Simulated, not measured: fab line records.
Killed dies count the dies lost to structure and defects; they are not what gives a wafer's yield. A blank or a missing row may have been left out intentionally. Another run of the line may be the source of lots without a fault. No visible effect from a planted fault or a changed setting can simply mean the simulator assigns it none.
A struck lot beside a sound one -- flow n5_finfet -- 41 steps out of a route of 1938
Sound: the wafers L503.1, L503.2, L503.5. Struck: wafers L509.1, L509.6. (L509.5 of the same lot was not struck and is left out.) The cause comes at the end.
At each step with rows: each side's tool, then ch and its chambers, then its first start. Under that, the readings that differ: sound wafers -- struck wafers -- difference of the means -- sigmas: that difference in standard deviations of wafers without a fault.
alike: a reading whose means differ by less than 2 such deviations, as well as words and numbers matching on both sides. not compared: withheld readings; readings where some wafer has no value; bounds like >300 that might hide an equal value; numbers whose values overlap and for which the record gives no deviation.
Wherever a step has rows on one side only, a row that says differs or no value, or a row with sigmas, the two part there. Numbers that don't overlap but have no deviation are shown without sigmas and don't part them. Lack of a reading on every wafer of one side parts them only where that side has two or more wafers.

first, 2 steps without rows for these wafers: N5_BEOL_M2_SURFACE_TREAT_85; N5_BEOL_M2_CVD_47 (deposits Co from CCTBA/H2, target thk 3 nm, time 223.8 s).
N5_BEOL_M2_SPUTTER_48: material Cu, target thk 4.5 nm, time 8.29 s.
  struck on pvd_sputter-03, day 8 11:08; sound on pvd_sputter-01, day 7 08:14
  alike: throttle_valve_pct
then, 5 steps without rows for these wafers: N5_BEOL_M2_ANNEAL_49 (time 240 s); N5_BEOL_M2_SPUTTER_79 (material Cu, target thk 4.5 nm, time 8.29 s); N5_BEOL_M2_ANNEAL_80 (time 240 s); N5_BEOL_M2_SPUTTER_81 (material Cu, target thk 4.5 nm, time 8.29 s); N5_BEOL_M2_ANNEAL_82 (time 240 s).
N5_BEOL_M2_SPUTTER_86: material Cu, target thk 4.5 nm, time 8.29 s.
  struck on pvd_sputter-03, day 8 11:47; sound on pvd_sputter-01, day 7 08:57
  alike: throttle_valve_pct
then, 3 steps without rows for these wafers: N5_BEOL_M2_ANNEAL_87 (time 240 s); N5_BEOL_M2_SPUTTER_88 (material Cu, target thk 4.5 nm, time 8.29 s); N5_BEOL_M2_ANNEAL_89 (time 240 s).
N5_BEOL_M2_SPUTTER_90: material Cu, target thk 4.5 nm, time 8.29 s.
  struck on pvd_sputter-03, day 8 12:14; sound on pvd_sputter-01, day 7 09:25
reading,sound,struck,difference,sigmas
throttle_valve_pct (%),30.5 30.4 30.0,28.2 28.3,-2.1,-2
N5_BEOL_M2_ANNEAL_91: time 240 s.
  struck on pvd_sputter-03, day 8 12:19; sound on pvd_sputter-01, day 7 09:31
  alike: heater_power_w, susceptor_temp_C_max
N5_BEOL_M2_SPUTTER_92: material Cu, target thk 4.5 nm, time 8.29 s.
  struck on pvd_sputter-03, day 8 12:27; sound on pvd_sputter-01, day 7 09:40
  alike: throttle_valve_pct
then, 1 step without rows for these wafers: N5_BEOL_M2_ANNEAL_93 (time 240 s).
N5_BEOL_M2_SPUTTER_94: material Cu, target thk 4.5 nm, time 8.29 s.
  struck on pvd_sputter-03, day 8 12:40; sound on pvd_sputter-01, day 7 09:54
reading,sound,struck,difference,sigmas
throttle_valve_pct (%),30.5 30.5 30.1,28.3 28.2,-2.1,-2
then, 9 steps without rows for these wafers: N5_BEOL_M2_ANNEAL_95 (time 240 s); N5_BEOL_M2_SPUTTER_96 (material Cu, target thk 4.5 nm, time 8.29 s); N5_BEOL_M2_ECD_50 (material Cu, target thk 300 nm); N5_BEOL_M2_ANNEAL_51 (time 90 s); N5_BEOL_M2_CMP_52 (polishes, stops on SiOC, t overpolish 6.8 s, target thk 40 nm); N5_BEOL_M2_PRE_CLEAN_60 (time 15 s); N5_BEOL_M2_CO_CAP_55 (material Co, precursor CCTBA/H2, target thk 2 nm, time 102.1 s); N5_BEOL_M2_PRE_CLEAN_56 (time 15 s); N5_BEOL_M2_DEP_57 (deposits SiCN from 3MS/NH3, target thk 8 nm, time 14 s).
N5_BEOL_M2_RS_MEAS_58: a four-point-probe measurement.
  struck on film_metro-02, day 8 14:13; sound on film_metro-02, day 7 11:15
reading,sound,struck,difference,sigmas
M2_RS (ohm/sq),0.65 0.63 0.66,0.72 0.72,+0.07,+2
then, 1 step without rows for these wafers: N5_BEOL_M3_ILD_DEP_00 (deposits SiOC from DEMS/O2, target thk 79 nm, time 15.3 s).
N5_BEOL_M3_THK_MEAS_01:
  struck on film_metro-02, day 8 14:21; sound on film_metro-02, day 7 11:23
  alike: M3_ILD_THK
then, 11 steps without rows for these wafers: N5_BEOL_M3_PECVD_72 (deposits SiO2 from TEOS/O2, target thk 16 nm, time 18 s); N5_BEOL_M3_HM_DEP_02 (deposits TiN, target thk 20 nm); N5_BEOL_M3_COAT_61 (time 60 s, resist thk 60 nm); N5_BEOL_M3_COAT_62 (time 60 s, resist thk 12 nm); N5_BEOL_M3_COAT_73 (time 60 s, resist thk 5 nm); N5_BEOL_M3_COAT_05 (resist thk 30 nm); N5_BEOL_M3_EBR_07; N5_BEOL_M3_SOFTBAKE_06 (time 60 s); N5_BEOL_M3_EXPOSE_08 (exposes mask M3); N5_BEOL_M3_PEB_09 (peb time 60 s); N5_BEOL_M3_DEVELOP_10 (develop time 30 s).
-- record jumps: 4 days separate the struck wafers' starts on either side; left off in module BEOL_M3, taken up again in module PASSIVATION, whose first shown step is the route's number 1936 --
N5_PASSIVATION_PROBE_49:
  struck on prober-02, day 12 14:36; sound on prober-01, day 11 15:42
reading,sound,struck,difference,sigmas
defect_limited_yield (%),91.3 91.5 88.2,85.5 84.9,-5.1,-3
killed_at_M0_to_M3,18 29 37,111 123,+89,+9
killed_dies,103 100 139,171 178,+60,+3
killed_on_rim,10 18 18,28 29,+13,+3
sort_bin_5_function (%),5.1 5.2 7.4,9.7 9.7,+3.8,+4
sort_n_pass,1077 1080 1041,1009 1002,-60,-3
sort_yield_pct (%),91.3 91.5 88.2,85.5 84.9,-5.1,-3
  alike: killed_at_M4_up, killed_at_contacts, killed_at_front_end, killed_at_other, killed_open, killed_short, sort_bin_6_memory, sort_bin_8_speed

## WHERE THEY PART
Earliest at N5_BEOL_M2_SPUTTER_90; latest, in this record, at N5_PASSIVATION_PROBE_49.

WHY: what had been put in by the simulator
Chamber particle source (pvd_sputter-03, N5_BEOL_M2_SPUTTER_90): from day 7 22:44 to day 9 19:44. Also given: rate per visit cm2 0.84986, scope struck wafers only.
